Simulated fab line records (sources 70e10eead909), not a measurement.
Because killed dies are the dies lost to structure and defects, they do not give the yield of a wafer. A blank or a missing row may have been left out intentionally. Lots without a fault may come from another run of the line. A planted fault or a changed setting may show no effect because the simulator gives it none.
The tool behind it: which one? :: flow nand harc :: 11 lots, 33 wafers sampled, at 6 steps of a route of 1159

## WHAT THE GAUGES READ, wafer by wafer
NHARC_P_GATE_CD_MEAS_11 targets a cd of 1640 nm. Usual: cd nm 1639.7 nm, standard deviation 2.2.
lot: L488
measured: day 3 22:05
on: cd sem-02
cd nm (nm): 1642.2 1640.7 1638.7
flag: 

lot: L489
measured: day 4 14:21
on: cd sem-01
cd nm (nm): 1644.0 1643.1 1640.4
flag: 

lot: L490
measured: day 4 14:31
on: cd sem-02
cd nm (nm): 1640.7 1642.0 1639.5
flag: 

lot: L491
measured: day 4 19:33
on: cd sem-03
cd nm (nm): - - -
flag: OFF

lot: L492
measured: day 4 19:23
on: cd sem-03
cd nm (nm): 1641.0 1638.2 1638.5
flag: 

lot: L493
measured: day 5 06:25
on: cd sem-02
cd nm (nm): 1638.4 1638.1 1642.4
flag: 

lot: L496
measured: day 6 04:16
on: cd sem-03
cd nm (nm): 1642.5 1641.0 1642.3
flag: 

lot: L504
measured: day 7 23:35
on: cd sem-01
cd nm (nm): 1641.0 1640.2 1644.1
flag: 

lot: L506
measured: day 8 21:00
on: cd sem-01
cd nm (nm): 1642.3 1637.0 1637.4
flag: 

lot: L508
measured: day 9 04:01
on: cd sem-02
cd nm (nm): 1638.0 1637.4 1638.6
flag: 

lot: L511
measured: day 9 18:28
on: cd sem-02
cd nm (nm): 1638.2 1636.4 1640.9
flag: 

NHARC_END_SORT_01. Usual: killed at array 28, standard deviation 10; killed at other 0.6, standard deviation 1.1; killed at periphery 3.6, standard deviation 2.6; killed dies 32, standard deviation 10; killed open 3.3, standard deviation 1.8; killed short 1.9, standard deviation 1.4.
lot: L491
measured: day 19 17:22
on: prober-02
killed at array: 30 21 22
killed at other: 0 0 1
killed at periphery: 647 656 654
killed dies: 677 677 677
killed open: 5 2 4
killed short: 2 2 2
flag: OFF

## EACH LOT AND THE TOOL THAT RAN IT (in order: tool; ch and the chambers of the sampled wafers; start)
lot: L488
NHARC_P_STI_ETCH_42: rie diel-08 ch 0,1,2, day 2 13:08
NHARC_P_STI_ETCH_31: rie diel-08 ch 0,1,2, day 3 21:55 or earlier
NHARC_P_GATE_EXPOSE_08: krf scanner-04 ch 0, day 3 21:55
NHARC_P_GATE_ETCH_104: rie diel-04 ch 0,3, day 4 11:56

lot: L489
NHARC_P_STI_ETCH_42: rie diel-06 ch 1,2,3, day 2 22:07
NHARC_P_STI_ETCH_31: rie diel-06 ch 1,2,3, day 4 14:11 or earlier
NHARC_P_GATE_EXPOSE_08: krf scanner-04 ch 0, day 4 14:11
NHARC_P_GATE_ETCH_104: rie diel-04 ch 0,3, day 5 06:18

lot: L490
NHARC_P_STI_ETCH_42: rie diel-08 ch 0,3, day 2 22:17
NHARC_P_STI_ETCH_31: rie diel-08 ch 0,1,2, day 4 14:22 or earlier
NHARC_P_GATE_EXPOSE_08: krf scanner-02 ch 0, day 4 14:22
NHARC_P_GATE_ETCH_104: rie diel-04 ch 1,2,3, day 5 05:32

lot: L491
NHARC_P_STI_ETCH_42: rie diel-08 ch 0,1,3, day 3 08:33
NHARC_P_STI_ETCH_31: rie diel-08 ch 0,1, day 4 19:23 or earlier
NHARC_P_GATE_EXPOSE_08: krf scanner-04 ch 0, day 4 19:23
NHARC_P_GATE_ETCH_104: rie diel-07 ch 0,2, day 5 09:41

lot: L492
NHARC_P_STI_ETCH_42: rie diel-09 ch 1,2,3, day 3 08:43
NHARC_P_STI_ETCH_31: rie diel-09 ch 0,1,3, day 4 19:13 or earlier
NHARC_P_GATE_EXPOSE_08: krf scanner-02 ch 0, day 4 19:13
NHARC_P_GATE_ETCH_104: rie diel-07 ch 0,3, day 5 09:31

lot: L493
NHARC_P_STI_ETCH_42: rie diel-08 ch 0,1, day 3 17:16
NHARC_P_STI_ETCH_31: rie diel-08 ch 0,1,2, day 5 06:16 or earlier
NHARC_P_GATE_EXPOSE_08: krf scanner-02 ch 0, day 5 06:16
NHARC_P_GATE_ETCH_104: rie diel-07 ch 1,2, day 5 22:22

lot: L496
NHARC_P_STI_ETCH_42: rie diel-08 ch 0,2, day 4 14:36
NHARC_P_STI_ETCH_31: rie diel-08 ch 0,2,3, day 6 04:07 or earlier
NHARC_P_GATE_EXPOSE_08: krf scanner-04 ch 0, day 6 04:07
NHARC_P_GATE_ETCH_104: rie diel-07 ch 0,2,3, day 6 19:04

lot: L504
NHARC_P_STI_ETCH_42: rie diel-09 ch 0,1,2, day 6 11:50
NHARC_P_STI_ETCH_31: rie diel-09 ch 1,2,3, day 7 23:25 or earlier
NHARC_P_GATE_EXPOSE_08: krf scanner-02 ch 0, day 7 23:25
NHARC_P_GATE_ETCH_104: rie diel-04 ch 0,1, day 8 16:43

lot: L506
NHARC_P_STI_ETCH_42: rie diel-08 ch 0,2,3, day 7 03:01
NHARC_P_STI_ETCH_31: rie diel-08 ch 0,2,3, day 8 20:51 or earlier
NHARC_P_GATE_EXPOSE_08: krf scanner-03 ch 0, day 8 20:51
NHARC_P_GATE_ETCH_104: rie diel-07 ch 0,1,2, day 9 10:49

lot: L508
NHARC_P_STI_ETCH_42: rie diel-06 ch 0,1, day 7 11:34
NHARC_P_STI_ETCH_31: rie diel-06 ch 1,3, day 9 03:52 or earlier
NHARC_P_GATE_EXPOSE_08: krf scanner-04 ch 0, day 9 03:52
NHARC_P_GATE_ETCH_104: rie diel-05 ch 0,2, day 9 19:53

lot: L511
NHARC_P_STI_ETCH_42: rie diel-06 ch 0,2,3, day 8 10:02
NHARC_P_STI_ETCH_31: rie diel-06 ch 0,2, day 9 18:19 or earlier
NHARC_P_GATE_EXPOSE_08: krf scanner-04 ch 0, day 9 18:19
NHARC_P_GATE_ETCH_104: rie diel-04 ch 0,1,3, day 10 12:07
- NHARC_P_STI_ETCH_42: etches the open film in N2/H2, target depth 80 nm, overetch 24 nm, time 61 s.
- NHARC_P_STI_ETCH_31: etches the open film in CF4/CHF3, target depth 108.9 nm, time 54.5 s.
- NHARC_P_GATE_EXPOSE_08: exposes mask P HV.
- NHARC_P_GATE_ETCH_104: etches the open film in CF4/CHF3, target depth 60 nm.

## WHAT THE TOOLS THEMSELVES READ (means of the sampled wafers that have a number; where no wafer has one, the mark that the record gives instead)
NHARC_P_STI_ETCH_42. Usual: drypump motor current A 5.6 A, standard deviation 0.43; n2 flow sccm 150.0 sccm, standard deviation 0.44; oes product au 0.997 a.u., standard deviation 0.019; rf vpp V 430.2 V, standard deviation 2.5; showerhead plenum p Torr 2.03 Torr, standard deviation 0.086; throttle valve pct 14.172 %, standard deviation 0.0094.
lot: L488
tool: rie diel-08
drypump motor current A (A): 5.5
n2 flow sccm (sccm): 150.0
oes product au (a.u.): 0.978
rf vpp V (V): 430.4
showerhead plenum p Torr (Torr): 2.05
throttle valve pct (%): 14.163
flag: 

lot: L489
tool: rie diel-06
drypump motor current A (A): 5.9
n2 flow sccm (sccm): 149.9
oes product au (a.u.): 1.019
rf vpp V (V): 432.3
showerhead plenum p Torr (Torr): 2.10
throttle valve pct (%): 14.168
flag: 

lot: L490
tool: rie diel-08
drypump motor current A (A): 5.0
n2 flow sccm (sccm): 149.8
oes product au (a.u.): 0.993
rf vpp V (V): 433.2
showerhead plenum p Torr (Torr): 2.13
throttle valve pct (%): 14.165
flag: 

lot: L491
tool: rie diel-08
drypump motor current A (A): 5.3
n2 flow sccm (sccm): 149.9
oes product au (a.u.): 0.996
rf vpp V (V): 430.6
showerhead plenum p Torr (Torr): 2.09
throttle valve pct (%): 14.174
flag: 

lot: L492
tool: rie diel-09
drypump motor current A (A): 5.9
n2 flow sccm (sccm): 149.9
oes product au (a.u.): 0.998
rf vpp V (V): 427.5
showerhead plenum p Torr (Torr): 1.94
throttle valve pct (%): 14.172
flag: 

lot: L493
tool: rie diel-08
drypump motor current A (A): 5.3
n2 flow sccm (sccm): 150.1
oes product au (a.u.): 0.980
rf vpp V (V): 429.7
showerhead plenum p Torr (Torr): 2.07
throttle valve pct (%): 14.172
flag: 

lot: L496
tool: rie diel-08
drypump motor current A (A): 5.3
n2 flow sccm (sccm): 150.2
oes product au (a.u.): 0.972
rf vpp V (V): 431.4
showerhead plenum p Torr (Torr): 2.08
throttle valve pct (%): 14.171
flag: 

lot: L504
tool: rie diel-09
drypump motor current A (A): 5.8
n2 flow sccm (sccm): 149.8
oes product au (a.u.): 0.987
rf vpp V (V): 427.3
showerhead plenum p Torr (Torr): 1.93
throttle valve pct (%): 14.178
flag: 

lot: L506
tool: rie diel-08
drypump motor current A (A): 5.3
n2 flow sccm (sccm): 150.4
oes product au (a.u.): 0.996
rf vpp V (V): 431.9
showerhead plenum p Torr (Torr): 2.09
throttle valve pct (%): 14.171
flag: 

lot: L508
tool: rie diel-06
drypump motor current A (A): 6.0
n2 flow sccm (sccm): 150.2
oes product au (a.u.): 1.009
rf vpp V (V): 431.7
showerhead plenum p Torr (Torr): 2.08
throttle valve pct (%): 14.170
flag: 

lot: L511
tool: rie diel-06
drypump motor current A (A): 5.7
n2 flow sccm (sccm): 149.8
oes product au (a.u.): 1.005
rf vpp V (V): 432.7
showerhead plenum p Torr (Torr): 2.13
throttle valve pct (%): 14.171
flag: 

NHARC_P_STI_ETCH_31. Usual: drypump motor current A 5.6 A, standard deviation 0.41; oes product au 0.952 a.u., standard deviation 0.023; rf vpp V 370.3 V, standard deviation 2.1; showerhead plenum p Torr 1.57 Torr, standard deviation 0.059; throttle valve pct 16.802 %, standard deviation 0.0089.
lot: L488
tool: rie diel-08
drypump motor current A (A): 5.5
oes product au (a.u.): 0.934
rf vpp V (V): 370.6
showerhead plenum p Torr (Torr): 1.58
throttle valve pct (%): 16.810
flag: 

lot: L489
tool: rie diel-06
drypump motor current A (A): 5.8
oes product au (a.u.): 0.937
rf vpp V (V): 371.4
showerhead plenum p Torr (Torr): 1.62
throttle valve pct (%): 16.812
flag: 

lot: L490
tool: rie diel-08
drypump motor current A (A): 5.5
oes product au (a.u.): 0.954
rf vpp V (V): 370.5
showerhead plenum p Torr (Torr): 1.58
throttle valve pct (%): 16.802
flag: 

lot: L491
tool: rie diel-08
drypump motor current A (A): 5.3
oes product au (a.u.): 0.943
rf vpp V (V): 370.9
showerhead plenum p Torr (Torr): 1.59
throttle valve pct (%): 16.803
flag: 

lot: L492
tool: rie diel-09
drypump motor current A (A): 5.9
oes product au (a.u.): 0.940
rf vpp V (V): 369.3
showerhead plenum p Torr (Torr): 1.51
throttle valve pct (%): 16.813
flag: 

lot: L493
tool: rie diel-08
drypump motor current A (A): 5.5
oes product au (a.u.): 0.957
rf vpp V (V): 370.6
showerhead plenum p Torr (Torr): 1.58
throttle valve pct (%): 16.806
flag: 

lot: L496
tool: rie diel-08
drypump motor current A (A): 5.3
oes product au (a.u.): 0.920
rf vpp V (V): 372.7
showerhead plenum p Torr (Torr): 1.61
throttle valve pct (%): 16.797
flag: 

lot: L504
tool: rie diel-09
drypump motor current A (A): 5.8
oes product au (a.u.): 0.984
rf vpp V (V): 366.9
showerhead plenum p Torr (Torr): 1.50
throttle valve pct (%): 16.797
flag: 

lot: L506
tool: rie diel-08
drypump motor current A (A): 5.3
oes product au (a.u.): 0.965
rf vpp V (V): 372.2
showerhead plenum p Torr (Torr): 1.61
throttle valve pct (%): 16.801
flag: 

lot: L508
tool: rie diel-06
drypump motor current A (A): 6.1
oes product au (a.u.): 0.968
rf vpp V (V): 370.6
showerhead plenum p Torr (Torr): 1.59
throttle valve pct (%): 16.805
flag: 

lot: L511
tool: rie diel-06
drypump motor current A (A): 5.6
oes product au (a.u.): 0.966
rf vpp V (V): 372.8
showerhead plenum p Torr (Torr): 1.62
throttle valve pct (%): 16.808
flag: 

NHARC_P_GATE_EXPOSE_08. Usual: stage vel mm s 500.00 mm/s, standard deviation 0.24.
lot: L488
tool: krf scanner-04
stage vel mm s (mm/s): 500.08
flag: 

lot: L489
tool: krf scanner-04
stage vel mm s (mm/s): 499.91
flag: 

lot: L490
tool: krf scanner-02
stage vel mm s (mm/s): 500.01
flag: 

lot: L491
tool: krf scanner-04
stage vel mm s (mm/s): 499.90
flag: 

lot: L492
tool: krf scanner-02
stage vel mm s (mm/s): 500.07
flag: 

lot: L493
tool: krf scanner-02
stage vel mm s (mm/s): 500.08
flag: 

lot: L496
tool: krf scanner-04
stage vel mm s (mm/s): 499.87
flag: 

lot: L504
tool: krf scanner-02
stage vel mm s (mm/s): 499.69
flag: 

lot: L506
tool: krf scanner-03
stage vel mm s (mm/s): 500.48
flag: 

lot: L508
tool: krf scanner-04
stage vel mm s (mm/s): 500.18
flag: 

lot: L511
tool: krf scanner-04
stage vel mm s (mm/s): 500.00
flag: 

NHARC_P_GATE_ETCH_104. Usual: drypump motor current A 5.6 A, standard deviation 0.55; oes product au 0.950 a.u., standard deviation 0.023; rf vpp V 370.9 V, standard deviation 2; showerhead plenum p Torr 1.58 Torr, standard deviation 0.053; throttle valve pct 16.803 %, standard deviation 0.0091.
lot: L488
tool: rie diel-04
drypump motor current A (A): 5.8
oes product au (a.u.): 0.971
rf vpp V (V): 371.4
showerhead plenum p Torr (Torr): 1.60
throttle valve pct (%): 16.803
flag: 

lot: L489
tool: rie diel-04
drypump motor current A (A): 5.8
oes product au (a.u.): 0.918
rf vpp V (V): 371.3
showerhead plenum p Torr (Torr): 1.60
throttle valve pct (%): 16.809
flag: 

lot: L490
tool: rie diel-04
drypump motor current A (A): 5.4
oes product au (a.u.): 0.920
rf vpp V (V): 372.5
showerhead plenum p Torr (Torr): 1.62
throttle valve pct (%): 16.792
flag: 

lot: L491
tool: rie diel-07
drypump motor current A (A): 6.1
oes product au (a.u.): 0.951
rf vpp V (V): 368.3
showerhead plenum p Torr (Torr): 1.53
throttle valve pct (%): 16.797
flag: 

lot: L492
tool: rie diel-07
drypump motor current A (A): 5.1
oes product au (a.u.): 0.927
rf vpp V (V): 367.4
showerhead plenum p Torr (Torr): 1.51
throttle valve pct (%): 16.800
flag: 

lot: L493
tool: rie diel-07
drypump motor current A (A): 5.5
oes product au (a.u.): 0.963
rf vpp V (V): 371.6
showerhead plenum p Torr (Torr): 1.60
throttle valve pct (%): 16.802
flag: 

lot: L496
tool: rie diel-07
drypump motor current A (A): 5.6
oes product au (a.u.): 0.929
rf vpp V (V): 370.0
showerhead plenum p Torr (Torr): 1.54
throttle valve pct (%): 16.805
flag: 

lot: L504
tool: rie diel-04
drypump motor current A (A): 5.6
oes product au (a.u.): 0.933
rf vpp V (V): 370.4
showerhead plenum p Torr (Torr): 1.56
throttle valve pct (%): 16.808
flag: 

lot: L506
tool: rie diel-07
drypump motor current A (A): 5.5
oes product au (a.u.): 0.986
rf vpp V (V): 369.8
showerhead plenum p Torr (Torr): 1.54
throttle valve pct (%): 16.804
flag: 

lot: L508
tool: rie diel-05
drypump motor current A (A): 6.3
oes product au (a.u.): 0.965
rf vpp V (V): 371.0
showerhead plenum p Torr (Torr): 1.58
throttle valve pct (%): 16.800
flag: 

lot: L511
tool: rie diel-04
drypump motor current A (A): 5.4
oes product au (a.u.): 0.981
rf vpp V (V): 370.0
showerhead plenum p Torr (Torr): 1.59
throttle valve pct (%): 16.799
flag: 

## THE ANSWER, worked out from the rows above alone
Rule: lot off if the mean of its wafers having a number is beyond 3 standard deviations from the usual mean. A lot without any number at a reading at which 4 lots or more have one is off too. All remaining lots with rows at the step are treated as sound. Order of review: gauges by route order, followed by the tools' own readings, for which a lot's mean as printed above is used. At the first step where some lot is off, the reading lying furthest off is the one used; lots without a number count as furthest.
Off, at NHARC_P_GATE_CD_MEAS_11 on cd nm: L491. Without a number there: L491.
If a tool, at a process step before that reading, ran all the lots that are off and no sound lot after the first of them, it fits. Not tried: the gauges at NHARC_P_GATE_CD_MEAS_11; whatever is off there is also off at NHARC_END_SORT_01, on other tools, and gauge error can't account for it. NHARC_P_STI_ETCH_31 gives no start for some lots, so the hours and the order of its lots are those of NHARC_P_GATE_EXPOSE_08. No candidate that was tried fits.

## WHAT THE SIMULATOR PUT IN
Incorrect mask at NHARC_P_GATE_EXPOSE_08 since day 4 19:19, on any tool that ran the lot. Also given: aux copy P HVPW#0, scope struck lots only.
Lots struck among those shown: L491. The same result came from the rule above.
